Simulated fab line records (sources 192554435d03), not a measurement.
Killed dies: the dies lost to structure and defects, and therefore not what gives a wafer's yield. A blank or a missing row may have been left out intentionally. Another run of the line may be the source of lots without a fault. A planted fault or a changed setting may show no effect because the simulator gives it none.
Chamber matching + flow n5Finfet + rieDiel-03 running N5_MOL_CONTACT_COAG_ETCHBACK_132: 4 sister chambers
The step etches SiO2 in CHF3, target depth 10 nm, time 6.7 s. 4 wafers are shown with their chamber, then 8 later ones without.

## WAFERS PAIRED WITH THEIR CHAMBERS
| wafer  | chamber | throttleValvePct (%) |
|--------|---------|----------------------|
| L077.3 | 2       | 19.09                |
| L085.5 | 1       | 18.17                |
| L087.4 | 3       | 18.85                |
| L087.5 | 0       | 18.76                |

## WAFERS WHOSE CHAMBER IS MISSING
| wafer  | throttleValvePct (%) |
|--------|----------------------|
| L090.2 | 18.76                |
| L090.6 | 18.20                |
| L091.1 | 18.78                |
| L091.4 | 18.18                |
| L091.5 | 18.79                |
| L092.2 | 18.77                |
| L092.4 | 18.88                |
| L092.6 | 18.76                |

## WHICH CHAMBER EACH WENT THROUGH
| wafer  | from the rows above     | in truth |
|--------|-------------------------|----------|
| L090.2 | 0                       | 0        |
| L090.6 | 1                       | 1        |
| L091.1 | 0                       | 0        |
| L091.4 | 1                       | 1        |
| L091.5 | can't be placed: 0 or 3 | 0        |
| L092.2 | 0                       | 0        |
| L092.4 | 3                       | 3        |
| L092.6 | 0                       | 0        |
Placed correctly: 7 of 8. These rows do not allow placing 1 (true chamber among the candidates in 1). 0 placed wrongly.
How it was worked out, from the rows above alone: a wafer's distance from a chamber is the root of the sum, over the readings, of the square of ((its reading less the chamber's mean) divided by the reading's scatter). The wafer belongs to the nearest chamber; if the next one is less than 2 further off, it can't be placed. For every chamber, the mean is computed from those of its wafers that are shown. The scatter (one wafer shown for each chamber): square how far every hidden wafer sits from the nearest shown wafer, average those squares and take the square root.
